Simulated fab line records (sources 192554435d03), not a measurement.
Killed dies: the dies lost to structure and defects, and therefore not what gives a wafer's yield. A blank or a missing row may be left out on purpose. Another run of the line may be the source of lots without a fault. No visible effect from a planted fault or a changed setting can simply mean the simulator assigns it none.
fab line records -- flow n5Finfet
record lots=5, wafers=15, lastDay=20
route steps=1938 shown DUMMY_GATE@248 SPACER0@258 SD_EPI_N@262 BEOL_M4@1111 PASSIVATION@1936
lots untouched by any fault: they come from a run of this same line in which no faults occurred
startH: hours from the record's first day to the start of the lot's first wafer shown -- waitH: how many hours have passed since the lot's step before this one -- " same as the row above -- L1.1+2: one row covering several wafers at once -- - no value, or no start given -- * or withheld: withheld -- < > ~ a bound
route shown NAME@n: a module of which the file shows steps, and the number in the route of the first -- usual: the fault-free wafers' mean and standard deviation -- same: alike in all rows -- chamber/n: place in a boat -- sites: readings site by site -- _std_site: the standard deviation of these -- _edge_site: inner sites' mean taken away from outer sites' mean -- radiusMm: for every site, how far away it sits from the centre of the wafer -- mask NAME#n: copy n -- behind: the most recent tool/chamber to have shaped the wafer -- hold: why the lot was held/for how many hours/how that ended -- device: the transistor (n, p or np) that didn't switch -- end of line: tests run on the same wafers once the route is complete -- a step given without rows: its recipe and nothing more -- killed: the dies lost at the first sort to structure and to defects; this is not the yield of the wafer -- map: shows each die of a wafer: x if killed, . if not, _ if none is there
set.NAME: the run value of the setting; set.NAME@STEP: its run value at that earlier step -- model.NAME: the simulator's own value behind a step, which no gauge read
lots seen at some steps along the route; tables by step, rows by wafer
services: when a tool's chamber went out of use (startH, in hours from the record's first day, below 0 if earlier), for how many hours, and the reason
## steps
# step N5_DUMMY_GATE_ETCH_44
# recipe chemistry=HBr/O2, overEtchFrac=0.7, targetDepthA=1275, stopOn=SiO2, ionEnergyEv=60, biasW=20, target=poly-Si, maskMaterial=SiO2, pressureMtorr=20, icpW=400, HBr_flow_sccm=120, O2_flow_sccm=10
# step N5_DUMMY_GATE_ETCH_42
# recipe chemistry=CHF3/O2, target=SiO2, targetDepthA=35, timeS=31, ionEnergyEv=30, biasW=12, pressureMtorr=30, sourceW=600, Ar_flow_sccm=200, CHF3_flow_sccm=50, O2_flow_sccm=5
# step N5_DUMMY_GATE_STRIP_48
# recipe chemistry=N2/H2, timeS=20, powerW=100, tempC=40, pressureMtorr=100, rfFrequencyHz=6e+07, biasPowerW=3, n2FlowSccm=300, h2FlowSccm=300
# step N5_DUMMY_GATE_PRECLEAN_33
# recipe chemistry=dHF, timeS=10, dilution=750:1, tempC=25
# step N5_DUMMY_GATE_PRECLEAN_25
# recipe chemistry=O3/DIW, timeS=45, tempC=22, o3Ppm=10
# step N5_DUMMY_GATE_PRECLEAN_51
# recipe chemistry=SC2, timeS=45, tempC=35, mix=1:1:50
# step N5_DUMMY_GATE_SRD_26
# recipe dry=ipaMarangoni, timeS=30, tempC=23, rinseLiquid=diw
# step N5_DUMMY_GATE_UV_OZONE_45
# recipe timeS=120, pressureTorr=760, tempC=25
# step N5_SPACER0_ALD_07
# recipe material=SiNx, targetThkA=20, tempC=400, aldPrecursorFamily=SiH2I2, aldCoReactant=N2/H2-plasma, pressureTorr=2
# step N5_SPACER0_ALD_00
# recipe material=SiOCN, targetThkA=35, tempC=400, aldPrecursorFamily=alkyl-aminosilane, aldCoReactant=O2/N2-plasma, pulseTimeS=3, purgeTimeS=2, coReactantPurgeTimeS=2, aldCycles=58, pressureTorr=2
# step N5_SPACER0_ALD_08
# recipe material=SiNx, targetThkA=20, tempC=400, aldPrecursorFamily=SiH2I2, aldCoReactant=N2/H2-plasma, pressureTorr=2
# usual chamberPressureTorr=2.000/0.0047, heaterPowerOuterW=516/62, heaterPowerW=831/89
lot.wafer,tool,chamber,startH,waitH,chamberPressureTorr,heaterPowerOuterW,heaterPowerW
L588.1,aldSin-01,2,96.83,0.1,2.007,462,732
L588.4,aldSin-01,3,96.83,0.1,2.005,524,845
L588.6,aldSin-01,3,96.83,0.1,2.001,529,825
L591.1,aldSin-01,0,113.35,0.1,-,-,-
L591.5,aldSin-01,2,113.35,0.1,-,-,-
L591.6,aldSin-01,1,113.35,0.1,-,-,-
L592.1,aldSin-01,0,120.34,0.1,-,-,-
L592.5,aldSin-01,1,120.34,0.1,-,-,-
L592.6,aldSin-01,2,120.34,0.1,-,-,-
L593.2,aldSin-01,1,126.14,0.1,-,-,-
L593.3,aldSin-01,0,126.14,0.1,-,-,-
L593.5,aldSin-01,1,126.14,0.1,-,-,-
L602.1,aldSin-03,2,183.96,0.1,1.998,502,794
L602.4,aldSin-03,3,183.96,0.1,2.009,494,782
L602.5,aldSin-03,2,183.96,0.1,2.005,499,790
# step N5_SD_EPI_N_COAT_32
# recipe resist=SOC, tempC=250, timeS=60, spinRpm=1500, resistThkNm=350
# step N5_SD_EPI_N_COAT_33
# recipe resist=SiARC, tempC=220, timeS=60, spinRpm=1500, resistThkNm=35
# step N5_SD_EPI_N_COAT_03
# recipe resist=CAR-ArF-block, spinRpm=1500, resistThkNm=150
# step N5_SD_EPI_N_EBR_05
# recipe solvent=PGMEA, ebrWidthMm=1.5
# step N5_SD_EPI_N_SOFTBAKE_04
# recipe tempC=110, timeS=60, resist=CAR-ArF-block
# step N5_SD_EPI_N_EXPOSE_06
# recipe maskId=SD_N_BLK, na=1.35, sourceShape=conventional, sigmaOuter=0.8, polarization=unpolarized, targetCdNm=120, doseMj=39.75
# step N5_SD_EPI_N_PEB_07
# recipe pebTempC=110, pebTimeS=60, resist=CAR-ArF-block
# step N5_SD_EPI_N_DEVELOP_08
# recipe developTimeS=30, developer=TMAH, resist=CAR-ArF-block, devTempC=23, rinseLiquid=diw, dry=airSpin
# step N5_SD_EPI_N_DESCUM_14
# recipe chemistry=O2, timeS=7.9, sourcePowerW=50, biasPowerW=20, pressureMtorr=20, rfFrequencyHz=2.712e+07, tempC=40, resist=CAR-ArF-block, o2FlowSccm=225
# step N5_SD_EPI_N_ETCH_34
# recipe chemistry=CF4, target=SiARC, targetDepthA=455, maskMaterial=CAR-ArF-block, timeS=75.8, ionEnergyEv=80, pressureMtorr=40, sourceW=545, biasW=36, Ar_flow_sccm=100, cf4FlowSccm=100, ends=cleared
# step N5_SD_EPI_N_ETCH_35
# recipe chemistry=N2/H2, target=SOC, overetchA=1080, maskMaterial=SiARC, tempC=40, ionEnergyEv=100, sourceW=3000, biasW=133, pressureMtorr=20, timeS=486, n2FlowSccm=200, h2FlowSccm=200
# step N5_SD_EPI_N_STRIP_36
# recipe chemistry=N2/H2, tempC=40, n2FlowSccm=200, h2FlowSccm=200, rfFrequencyHz=6e+07
# step N5_SD_EPI_N_ETCHBACK_44
# recipe chemistry=CH3F/O2, mode=anisotropicEtchback, target=SiNx, targetDepthA=145, stopOn=SiO2, overEtchFrac=0.3, ionEnergyEv=120, pressureMtorr=30, sourceW=395, biasW=73, Ar_flow_sccm=150, CH3F_flow_sccm=30, O2_flow_sccm=20
# step N5_SD_EPI_N_ETCH_45
# recipe chemistry=CH3F/O2, target=SiOCN, targetDepthA=60, maskMaterial=SOC, ionEnergyEv=60, biasW=29, pressureMtorr=15, sourceW=410, Ar_flow_sccm=150, CH3F_flow_sccm=30, O2_flow_sccm=20
# step N5_SD_EPI_N_ETCH_16
# recipe chemistry=CHF3/O2, target=SiO2, targetDepthA=50, maskMaterial=SOC, pressureMtorr=30, sourceW=650, biasW=170, Ar_flow_sccm=200, CHF3_flow_sccm=50, O2_flow_sccm=5, ionEnergyEv=200
# step N5_SD_EPI_N_STRIP_47
# recipe chemistry=CHF3/O2, resist=SiARC, rfFrequencyHz=6e+07
# step N5_SD_EPI_N_SD_RECESS_17
# recipe chemistry=HBr/Cl2/O2, targetDepthA=410, maskMaterial=SOC, timeS=23.7, btTimeS=3, pressureMtorr=10, icpW=800, biasW=112, HBr_flow_sccm=150, Cl2_flow_sccm=80, O2_flow_sccm=12
# step N5_SD_EPI_N_STRIP_38
# recipe chemistry=N2/H2, powerW=1000, tempC=250, h2Frac=0.65, overashFraction=0.3, pressureMtorr=withheld, n2FlowSccm=1750, h2FlowSccm=3250
# step N5_SD_EPI_N_WET_ETCH_43
# recipe chemistry=dHF, dilution=withheld, timeS=14, target=SiO2, targetDepthA=15, tempC=25
# step N5_SD_EPI_N_STRIP_18
# recipe chemistry=SPM, timeS=750, tempC=130, h2so4H2o2VolRatio=4
# step N5_SD_EPI_N_SRD_20
# recipe dry=ipaMarangoni, doPpb=5, timeS=30, tempC=23, rinseLiquid=diw
# step N5_SD_EPI_N_PRECLEAN_48
# recipe chemistry=NF3:NH3, afsCycles=2, tempC=30, timeS=20, sublimationTempC=180, sublimationTimeS=60, pressureTorr=3, rfPowerW=30
# step N5_SD_EPI_N_VAPOR_ETCH_50
# recipe chemistry=HCl, target=Si, tempC=775, timeS=54, pressureTorr=20, mode=isotropic
# step N5_SD_EPI_N_EPI_21
# recipe material=Si:P, dopant=P, tempC=680, pressureTorr=255, timeS=690
# step N5_BEOL_M4_RC_MEAS_101
# usual DIBL_N=36.6/1.3, DIBL_P=36.4/1.4, IOFF_N=0.167/0.023, IOFF_N_85C=3.3/0.38, IOFF_N_LIN=0.077/0.0087, IOFF_N_LONG=5.62e-05/2.4e-06, IOFF_P=0.219/0.029, IOFF_P_85C=3.8/0.42, IOFF_P_LIN=0.104/0.012, ION_N=678/8.7, ION_P=464/6.4, REXT_N=75.4/1.4, REXT_P=101.3/2.6, SS_N=71.5/0.53, SS_P=73.4/0.57, VT_N=248.5/2.8, VT_N_LVT=98.6/2.8, VT_P=-249/3.1, VT_P_LVT=-99.0/2.7
lot.wafer,tool,chamber,startH,waitH,DIBL_N[mV/V],DIBL_P[mV/V],IOFF_N[nA/um],IOFF_N_85C[nA/um],IOFF_N_LIN[nA/um],IOFF_N_LONG[nA/um],IOFF_P[nA/um],IOFF_P_85C[nA/um],IOFF_P_LIN[nA/um],ION_N[uA/um],ION_P[uA/um],REXT_N[ohm.um],REXT_P[ohm.um],SS_N[mV/dec],SS_P[mV/dec],VT_N[mV],VT_N_LVT[mV],VT_P[mV],VT_P_LVT[mV]
L588.1,prober-02,0,254.65,0.0,36.8,36.3,0.165,3.2,0.077,5.77e-05,0.234,4.1,0.113,671,467,78.4,102.2,71.4,73.5,247.1,98.4,-247,-96.3
L588.4,prober-02,0,254.65,0.0,35.0,33.9,0.125,2.6,0.061,5.71e-05,0.193,3.4,0.098,664,457,79.2,102.6,71.2,72.1,252.8,105.0,-247,-99.2
L588.6,prober-02,0,254.65,0.0,35.5,34.7,0.141,2.9,0.068,5.74e-05,0.202,3.6,0.102,676,466,79.2,103.3,71.0,72.3,249.9,100.8,-247,-98.8
L591.1,prober-01,0,254.70,0.0,50.1,48.2,0.656,10.0,0.219,6.53e-05,0.982,13.3,0.372,770,536,63.6,82.5,74.4,75.1,227.0,77.7,-218,-71.5
L591.5,prober-01,0,254.70,0.0,52.6,49.7,0.860,12.6,0.260,6.58e-05,1.039,13.9,0.381,781,534,62.8,83.1,74.9,76.1,224.0,75.1,-220,-71.5
L591.6,prober-01,0,254.70,0.0,49.3,48.6,0.591,9.2,0.204,6.48e-05,1.001,13.3,0.370,756,531,64.3,82.8,73.5,75.6,229.8,79.8,-219,-72.5
L592.1,prober-02,0,290.03,0.0,53.1,49.0,0.738,11.3,0.240,6.17e-05,0.894,12.5,0.341,771,535,60.7,81.1,74.6,75.2,225.1,77.2,-223,-74.5
L592.5,prober-02,0,290.03,0.0,52.6,48.0,0.704,10.8,0.230,6.15e-05,0.852,11.9,0.329,772,536,60.5,79.8,74.6,74.8,228.4,76.6,-226,-75.5
L592.6,prober-02,0,290.03,0.0,51.6,47.1,0.623,9.7,0.212,6.17e-05,0.798,11.4,0.308,760,529,62.1,80.7,74.0,75.1,226.8,79.0,-225,-76.6
L593.2,prober-01,0,305.21,0.2,52.9,50.6,0.775,11.7,0.237,6.01e-05,0.855,11.6,0.305,757,516,62.1,82.5,75.6,76.1,225.8,75.2,-226,-75.3
L593.3,prober-01,0,305.21,0.2,53.4,52.3,0.923,13.5,0.275,6.01e-05,0.921,12.5,0.321,764,520,62.1,83.5,76.2,76.5,223.8,71.4,-226,-75.2
L593.5,prober-01,0,305.21,0.2,53.4,51.3,0.869,12.8,0.260,6.09e-05,0.914,12.4,0.315,755,518,62.1,83.7,76.0,76.4,226.2,72.6,-226,-75.8
L602.1,prober-01,0,358.31,0.0,37.9,37.2,0.210,3.9,0.094,5.84e-05,0.253,4.3,0.114,697,470,75.1,100.8,72.1,74.1,243.8,94.4,-247,-96.2
L602.4,prober-01,0,358.31,0.0,37.9,37.4,0.201,3.8,0.089,5.75e-05,0.252,4.3,0.113,692,464,76.5,101.0,71.6,73.8,245.1,94.7,-249,-95.7
L602.5,prober-01,0,358.31,0.0,38.7,38.6,0.219,4.1,0.097,5.82e-05,0.272,4.6,0.119,696,470,77.0,101.0,71.8,74.6,242.8,93.8,-247,-95.4
# step N5_PASSIVATION_PROBE_49
# usual defectLimitedYield=91.6/1.6, killed_at_M0_to_M3=32/9.7, killed_at_M4_up=13/4.4, killedAtContacts=12/6.5, killedAtFrontEnd=38/12, killedAtOther=3.7/3, killedDies=99/18, killedOpen=66/14, killedShort=32/7.5, sort_bin_4_leakage=0/0, sort_bin_5_function=4.9/1, sort_bin_6_memory=3.2/0.73, sortNPass=1081/18, sortYieldPct=91.6/1.6
# same grossDies=1180, killedAtBackSide=0, sort_bin_8_speed[%]=0
lot.wafer,tool,chamber,startH,waitH,defectLimitedYield[%],killed_at_M0_to_M3,killed_at_M4_up,killedAtContacts,killedAtFrontEnd,killedAtOther,killedDies,killedOpen,killedShort,sort_bin_4_leakage[%],sort_bin_5_function[%],sort_bin_6_memory[%],sortNPass,sortYieldPct[%]
L591.1,prober-01,-,353.40,0.0,94.7,26,8,7,19,2,62,46,16,94.58,3.1,1.9,2,0.2
L591.5,prober-01,-,353.60,0.2,93.7,40,7,6,17,4,74,52,22,93.73,4.2,2.0,0,0
L591.6,prober-01,-,353.65,0.3,92.5,38,15,4,25,7,89,67,22,92.20,4.2,3.2,3,0.3
L588.1,prober-02,-,353.67,0.0,94.8,13,14,3,26,5,61,39,21,0,3.0,1.9,1119,94.8
L588.4,prober-02,-,353.82,0.2,92.9,29,9,4,36,6,84,55,29,0,3.8,3.1,1096,92.9
L588.6,prober-02,-,353.92,0.3,93.0,36,10,6,29,2,83,52,31,0,4.2,2.5,1097,93.0
L592.1,prober-01,-,389.91,0.0,90.9,48,16,7,35,1,107,74,33,90.93,5.3,3.6,0,0
L592.5,prober-01,-,390.11,0.2,92.3,28,18,12,30,3,91,65,26,92.12,4.7,2.8,2,0.2
L592.6,prober-01,-,390.16,0.3,90.5,32,17,10,49,4,112,77,35,89.75,6.4,3.1,9,0.8
L593.2,prober-01,-,418.75,0.1,93.8,18,12,8,30,5,73,43,30,93.81,3.6,2.2,0,0
L593.3,prober-01,-,418.80,0.1,90.8,35,15,9,48,2,109,68,41,90.76,5.5,3.5,0,0
L593.5,prober-01,-,418.90,0.2,91.7,22,6,9,58,3,98,56,42,91.69,5.1,3.0,0,0
L602.1,prober-01,-,471.96,0.0,91.9,39,11,5,37,4,96,61,34,0,4.3,3.4,1084,91.9
L602.4,prober-01,-,472.11,0.2,92.5,20,11,2,39,16,88,51,31,0,5.2,2.2,1092,92.5
L602.5,prober-01,-,472.16,0.2,92.2,37,13,5,31,6,92,55,35,0,5.1,2.5,1088,92.2
# killed by level:class
L591.1 BEOL_M1:geometricParticle:open=6 DUMMY_GATE:geometricParticle:open=5 MOL_CONTACT_COAG:geometricParticle:open=5 BEOL_M1:geometricParticle:short=4 BEOL_M3:geometricParticle:open=4 BEOL_M0_SAQP:geometricParticle:open=3 BEOL_M0_SAQP:geometricParticle:short=3 BEOL_M0:geometricParticle:open=3
L591.5 BEOL_M0:geometricParticle:open=15 BEOL_M1:geometricParticle:open=7 BEOL_M3:geometricParticle:open=6 MOL_CONTACT_COAG:geometricParticle:open=5 DUMMY_GATE:geometricParticle:open=4 FIN_SAQP:geometricParticle:short=3 BEOL_M0_SAQP:geometricParticle:short=3 BEOL_M0:geometricParticle:short=3
L591.6 BEOL_M4:geometricParticle:open=8 BEOL_M0_SAQP:geometricParticle:short=7 BEOL_M1:geometricParticle:open=7 FIN_SAQP:geometricParticle:open=6 STI_FIN_REVEAL:geometricParticle:open=6 BEOL_M0_SAQP:geometricParticle:open=6 BEOL_M0:geometricParticle:open=5 PAD_METAL:geometricParticle:open=5
L588.1 BEOL_M3:geometricParticle:open=7 GATE_CUT:geometricParticle:open=6 FIN_SAQP:geometricParticle:open=3 GATE_CUT:geometricParticle:short=3 MIM_TOP_ETCH:geometricParticle:short=3 MOL_CONTACT_COAG:geometricParticle:open=3 BEOL_M4:geometricParticle:open=3 BEOL_M5:geometricParticle:short=3
L588.4 STI_FIN_REVEAL:geometricParticle:open=18 BEOL_M0_SAQP:geometricParticle:short=11 BEOL_M2:geometricParticle:open=7 STARTING-WAFER:geometricParticle:short=5 BEOL_M0_SAQP:geometricParticle:open=4 STI_FIN_REVEAL:geometricParticle:short=3 DUMMY_GATE:geometricParticle:open=3 MOL_CONTACT_COAG:geometricParticle:open=3
L588.6 BEOL_M3:geometricParticle:open=11 BEOL_M0_SAQP:geometricParticle:short=7 STI_FIN_REVEAL:geometricParticle:open=5 BEOL_M2:geometricParticle:open=5 MOL_CONTACT_COAG:geometricParticle:open=5 BEOL_M4:geometricParticle:open=5 ILD0:geometricParticle:short=4 BEOL_M0_SAQP:geometricParticle:open=4
L592.1 BEOL_M1:geometricParticle:open=12 FIN_SAQP:geometricParticle:short=10 FIN_SAQP:geometricParticle:open=9 BEOL_M2:geometricParticle:open=9 BEOL_M3:geometricParticle:open=9 BEOL_M4:geometricParticle:open=8 MOL_CONTACT_COAG:geometricParticle:open=6 BEOL_M0_SAQP:geometricParticle:open=6
L592.5 BEOL_M3:geometricParticle:open=11 MOL_CONTACT_COAG:geometricParticle:open=10 STI_FIN_REVEAL:geometricParticle:open=9 BEOL_M4:geometricParticle:open=9 FIN_SAQP:geometricParticle:open=8 BEOL_M2:geometricParticle:open=8 FIN_SAQP:geometricParticle:short=4 BEOL_M2:geometricParticle:short=3
L592.6 FIN_SAQP:geometricParticle:open=15 FIN_SAQP:geometricParticle:short=8 MOL_CONTACT_COAG:geometricParticle:open=8 BEOL_M1:geometricParticle:open=8 STI_FIN_REVEAL:geometricParticle:open=7 BEOL_M2:geometricParticle:open=7 BEOL_M0_SAQP:geometricParticle:short=6 BEOL_M4:geometricParticle:open=5
L593.2 GATE_CUT:geometricParticle:short=7 FIN_SAQP:geometricParticle:short=6 FIN_SAQP:geometricParticle:open=6 MOL_CONTACT_COAG:geometricParticle:open=5 BEOL_M2:geometricParticle:open=5 STI_FIN_REVEAL:geometricParticle:open=4 BEOL_M3:geometricParticle:open=4 BEOL_M5:geometricParticle:open=4
L593.3 BEOL_M2:geometricParticle:open=14 GATE_CUT:geometricParticle:short=12 FIN_SAQP:geometricParticle:short=10 STI_FIN_REVEAL:geometricParticle:open=10 MOL_CONTACT_COAG:geometricParticle:open=8 BEOL_M0_SAQP:geometricParticle:open=8 BEOL_M3:geometricParticle:open=6 FIN_SAQP:geometricParticle:open=5
L593.5 FIN_SAQP:geometricParticle:short=10 STI_FIN_REVEAL:geometricParticle:open=10 FIN_SAQP:geometricParticle:open=8 GATE_CUT:geometricParticle:short=8 BEOL_M2:geometricParticle:open=7 MOL_CONTACT_COAG:geometricParticle:open=6 STI_FIN_REVEAL:geometricParticle:short=5 DUMMY_GATE:geometricParticle:open=4
L602.1 BEOL_M3:geometricParticle:open=11 FIN_SAQP:geometricParticle:short=10 STI_FIN_REVEAL:geometricParticle:open=7 BEOL_M0_SAQP:geometricParticle:short=6 BEOL_M2:geometricParticle:open=6 FIN_SAQP:geometricParticle:open=4 BEOL_M1:geometricParticle:open=4 BEOL_M1:geometricParticle:short=4
L602.4 FIN_SAQP:geometricParticle:open=8 BEOL_M3:geometricParticle:open=7 STI_FIN_REVEAL:geometricParticle:open=5 DUMMY_GATE:geometricParticle:open=5 PASS1_CAP:geometricParticle:open=5 FIN_SAQP:geometricParticle:short=4 BEOL_M1:geometricParticle:open=4 BEOL_M4:geometricParticle:open=4
L602.5 BEOL_M2:geometricParticle:open=12 FIN_SAQP:geometricParticle:open=7 BEOL_M3:geometricParticle:open=7 STI_FIN_REVEAL:geometricParticle:open=7 BEOL_M4:geometricParticle:open=6 BEOL_M1:geometricParticle:short=5 FIN_SAQP:geometricParticle:short=4 GATE_CUT:geometricParticle:short=4
# map L591.6 (x killed, . not)
_________________............________________
______________.....x....x......x_____________
___________............x...........__________
__________.....x..................x._________
________.............................._______
_______...........x..............x.....______
______...........x.................x...._____
_____.........................x.xx...xx..____
____.........x............................___
___........................................__
___..x.......................x.............__
__..................x.....................x._
__.................x..x.....x..............._
_.x....x...............x.............xx.x....
_.......x..x..............x...x..............
_x.............x.....................x.......
_........x..................x....x...........
_....x.......x....................x......x...
_.........x........xx....x...................
_..............x.....x.......................
_.........x......x..x....x...x..x............
__.............x........x.............x.x..._
__....x....................x...x............_
___........................................__
___.................................x.....x__
____.............................x...x....___
_____....xx.........x.x..................____
______.....xx...x...................xx.x_____
_______...x...x..............x.........______
________.xx......x..x................._______
__________............x.....x...x..._________
___________..x.............x.......__________
______________...........x......_____________
_________________............________________
# map L592.6 (x killed, . not)
_________________............________________
______________.x.....x.x...x...._____________
___________..x.....x....x........x.__________
__________..........x..............._________
________..x........x.......x.......xx._______
_______........x..........x..........xx______
______..x...........xx..x..............._____
_____...x..........xx....x...............____
____.............x.....x..................___
___........x.............x...x.......x.x...__
___.....x...........xx...x....x..x..x......__
__....xx.x........................x........._
__.......x....x..............x....x........._
_........................x...................
_...............x...................x........
_...............x......x.x....x....x.......x.
_................x...........x.......x...xx..
_............x..........................x....
_...x....x..x..........xx........x....x......
_..x......x..............................x...
_...........x....................x.......x...
__.........................................._
__...x......................................_
___..................x......xxx............__
___x............x..............x.....x.....__
____x........x..x.........................___
_____....................x..x....x.x.....____
______....................x........x...._____
_______.x...x.................x........______
________.....x.............x....x..x.._______
__________......x.................x._________
___________......x..x............x.__________
______________.x....x.........x._____________
_________________.......x.x..________________
## services
tool,chamber,startH,hours,kind
aldSin-01,0,119.92,-,calibration
## key
firstSign step=N5_SPACER0_ALD_08, reading=toolRecord, direction=missing
effect step=N5_BEOL_M4_RC_MEAS_101, reading=IOFF_N, direction=up, sigmas=25, usual=0.167, struck=0.749
effect step=N5_BEOL_M4_RC_MEAS_101, reading=IOFF_P, direction=up, sigmas=24, usual=0.219, struck=0.917
effect step=N5_BEOL_M4_RC_MEAS_101, reading=IOFF_N_85C, direction=up, sigmas=21, usual=3.3, struck=11.3
effect step=N5_BEOL_M4_RC_MEAS_101, reading=IOFF_P_85C, direction=up, sigmas=21, usual=3.8, struck=12.5
effect step=N5_BEOL_M4_RC_MEAS_101, reading=IOFF_P_LIN, direction=up, sigmas=20, usual=0.104, struck=0.338
effect step=N5_BEOL_M4_RC_MEAS_101, reading=IOFF_N_LIN, direction=up, sigmas=18, usual=0.077, struck=0.238
effect step=N5_BEOL_M4_RC_MEAS_101, reading=DIBL_N, direction=up, sigmas=12, usual=36.6, struck=52.1
effect step=N5_BEOL_M4_RC_MEAS_101, reading=ION_N, direction=up, sigmas=10, usual=678, struck=765
effect step=N5_BEOL_M4_RC_MEAS_101, reading=ION_P, direction=up, sigmas=10, usual=464, struck=528
effect step=N5_BEOL_M4_RC_MEAS_101, reading=REXT_N, direction=down, sigmas=9.3, usual=75.4, struck=62.2
effect step=N5_BEOL_M4_RC_MEAS_101, reading=VT_P_LVT, direction=up, sigmas=9.1, usual=-99.0, struck=-74.3
effect step=N5_BEOL_M4_RC_MEAS_101, reading=DIBL_P, direction=up, sigmas=9, usual=36.4, struck=49.4
effect step=N5_PASSIVATION_PROBE_49, reading=sort_bin_4_leakage, direction=up, sigmas=99+, usual=0, struck=92.18
metAt N5_SPACER0_ALD_08
struckWafers L591.1,L591.5,L591.6,L592.1,L592.5,L592.6,L593.2,L593.3,L593.5
onsetBetween 96.83 113.35
fault kind=skippedStepWhole, tool=aldSin-01, chamber=-, onsetH=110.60, steps=N5_SPACER0_ALD_08, scope=struckLotsOnly
